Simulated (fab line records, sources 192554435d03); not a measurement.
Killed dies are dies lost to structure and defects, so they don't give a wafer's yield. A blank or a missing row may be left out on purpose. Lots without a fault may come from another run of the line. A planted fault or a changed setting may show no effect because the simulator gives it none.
Which tool did it? | flow n5_finfet | 9 lots, 27 wafers sampled, at 2 steps of a route of 1938

WHAT THE GAUGES READ, wafer by wafer
N5_BEOL_M4_RC_MEAS_101.
lot  | measured     | on        | DIBL_N (mV/V)  | DIBL_P (mV/V)  | IOFF_N (nA/um) | IOFF_P (nA/um) | ION_N (uA/um) | ION_P (uA/um) | SS_N (mV/dec)  | SS_P (mV/dec)  | VT_N (mV)   | VT_P (mV)
L622 | day 8 01:31  | prober-01 | 35.5 36.4 35.7 | 35.5 36.6 34.9 | 0.14 0.15 0.14 | 0.18 0.20 0.18 | 657 674 666   | 448 464 456   | 71.7 71.3 70.9 | 72.8 73.2 73.1 | 253 254 250 | -254 -251 -251
L629 | day 9 08:10  | prober-01 | 36.3 35.7 37.0 | 36.9 35.5 37.6 | 0.17 0.14 0.17 | 0.23 0.21 0.25 | 685 662 676   | 471 460 467   | 71.0 71.5 71.1 | 73.6 73.7 72.9 | 245 250 248 | -246 -250 -246
L634 | day 11 00:52 | prober-01 | 37.7 34.9 36.2 | 38.5 36.7 37.5 | 0.19 0.14 0.16 | 0.26 0.21 0.23 | 688 677 677   | 475 466 461   | 72.3 70.8 72.2 | 73.5 73.7 72.3 | 248 253 248 | -245 -249 -246
L635 | day 11 09:40 | prober-02 | 34.9 35.7 36.9 | 35.1 34.9 37.2 | 0.13 0.14 0.17 | 0.16 0.16 0.19 | 673 672 686   | 455 454 459   | 70.6 71.3 71.6 | 73.0 73.2 74.1 | 251 253 250 | -256 -256 -251
L639 | day 12 06:56 | prober-02 | 38.5 35.0 32.8 | 38.0 34.8 32.0 | 0.19 0.13 0.11 | 0.24 0.20 0.16 | 676 654 660   | 466 458 455   | 71.9 71.2 70.6 | 73.7 72.8 72.6 | 248 252 253 | -249 -252 -255
L640 | day 12 15:16 | prober-02 | 36.3 34.8 37.2 | 35.0 33.8 35.8 | 0.17 0.13 0.18 | 0.26 0.23 0.26 | 681 668 681   | 470 469 471   | 71.5 71.8 71.3 | 72.7 72.6 73.8 | 247 254 247 | -245 -245 -245
L643 | day 13 05:11 | prober-02 | 35.5 32.0 35.6 | 34.9 30.8 34.9 | 0.14 0.10 0.14 | 0.19 0.14 0.20 | 673 651 667   | 462 452 462   | 72.0 69.8 71.3 | 73.8 72.5 73.7 | 254 255 255 | -250 -255 -251
L644 | day 13 07:12 | prober-02 | 37.5 38.9 35.0 | 38.7 40.3 35.1 | 0.20 0.23 0.14 | 0.28 0.30 0.22 | 681 696 660   | 473 471 468   | 72.4 72.0 71.2 | 74.4 74.2 73.2 | 244 245 251 | -247 -243 -249
L645 | day 14 00:20 | prober-01 | 39.1 37.7 39.5 | 38.5 37.1 39.5 | 0.18 0.16 0.19 | 0.23 0.22 0.26 | 663 659 681   | 460 458 467   | 71.9 72.1 72.8 | 74.1 73.7 73.8 | 251 252 251 | -249 -248 -247

N5_BEOL_M11_INSPECT_13: inspects for defects (brightfield).
lot  | measured     | on                | raw_defect_count
L622 | day 10 08:53 | defect_inspect-01 | 411 453 378
L629 | day 11 15:37 | defect_inspect-01 | 406 455 580
L634 | day 13 20:32 | defect_inspect-01 | 452 553 378
L635 | day 13 20:37 | defect_inspect-01 | 260 244 319
L639 | day 14 14:32 | defect_inspect-01 | 325 559 508
L640 | day 14 23:10 | defect_inspect-01 | 404 367 411
L643 | day 15 17:14 | defect_inspect-01 | 401 465 353
L644 | day 15 16:59 | defect_inspect-02 | 279 395 504
L645 | day 16 15:53 | defect_inspect-01 | 600 558 743

WHICH TOOL RAN EACH LOT (tool, then ch and the chambers of the sampled wafers, then the start)
The record holds no process step before these readings.

WHAT THE TOOLS THEMSELVES READ (means of the sampled wafers that have a number; where no wafer has one, the mark that the record gives instead)
The record holds no such reading with a usual standard deviation.

THE ANSWER, worked out from the rows above alone
Rule: what is usual is taken from the lots themselves. Put in order of their means at a reading, lots are off if they are a third of the lots or fewer, leave a main group of 4 or more, and stand apart from it by a gap of 3 or more times the standard deviation of the main group's means; of several such gaps the widest counts. A main group whose means are all the same, to the digits that the tables above print for the reading, isn't used. A lot without any number at a reading at which 4 lots or more have one is off too. The other lots that the step has rows for count as sound. The gauges are gone through in route order, then the tools' own readings, and for those a lot's mean is taken as printed above. The first step at which some lot is off is used, and at that step the reading that is off furthest; a lot without a number counts as furthest.
No lot is off at any reading shown: from this, nothing can be told.

WHAT THE SIMULATOR HAD PUT IN
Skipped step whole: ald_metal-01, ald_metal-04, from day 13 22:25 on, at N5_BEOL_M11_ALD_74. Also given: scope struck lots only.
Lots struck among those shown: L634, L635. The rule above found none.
